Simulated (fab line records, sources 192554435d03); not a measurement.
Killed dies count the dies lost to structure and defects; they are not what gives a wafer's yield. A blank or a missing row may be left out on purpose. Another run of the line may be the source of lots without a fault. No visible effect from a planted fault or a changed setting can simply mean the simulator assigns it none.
Matching of chambers	flow n5_finfet	N5_ILD0_CMP_03 on cmp-01 has 4 sister chambers
The step polishes, stops on SiNx, t overpolish 1.9 s, target thk 197.38 nm. 8 wafers are shown with their chamber, then 10 later ones without.

## WAFERS, EACH WITH ITS CHAMBER
wafer	chamber	motor_current_A (A)	time_to_endpoint_s (s)
L081.4	2	11.8	78
L081.5	3	10.9	70
L085.3	0	11.9	74
L085.6	0	12.0	69
L089.4	3	11.3	62
L089.6	1	12.5	65
L091.3	1	13.1	62
L091.4	2	12.6	68

## WAFERS WITHOUT THEIR CHAMBER
wafer	motor_current_A (A)	time_to_endpoint_s (s)
L091.6	12.3	64
L092.1	12.2	74
L092.3	13.3	67
L092.4	11.2	67
L093.4	12.4	76
L093.5	10.9	68
L093.6	12.4	71
L094.1	11.3	67
L094.4	12.3	72
L094.6	11.3	64

## EACH ONE'S CHAMBER
wafer	from the rows above	in truth
L091.6	can't be placed: 1 or 0 or 2 or 3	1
L092.1	can't be placed: 2 or 0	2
L092.3	can't be placed: 1 or 2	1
L092.4	can't be placed: 3 or 0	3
L093.4	can't be placed: 2 or 0 or 1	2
L093.5	3	3
L093.6	can't be placed: 2 or 0 or 1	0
L094.1	can't be placed: 3 or 0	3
L094.4	can't be placed: 2 or 0 or 1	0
L094.6	can't be placed: 3 or 0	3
Placed correctly: 1 of 10. From these rows, 9 cannot be placed; in 9 the true chamber is one of the candidates. Wrongly placed: 0.
How it was worked out, from the rows above alone: a wafer's distance from a chamber is the root of the sum, over the readings, of the square of ((its reading less the chamber's mean) divided by the reading's scatter). If the next closest chamber is less than 2 further off than the closest, the wafer can't be placed; otherwise it belongs to the closest. Each chamber's mean is taken over the wafers shown for it. The scatter: the root of (the sum of the squares of (reading less its chamber's mean) over the shown wafers, divided by (wafers less chambers)).
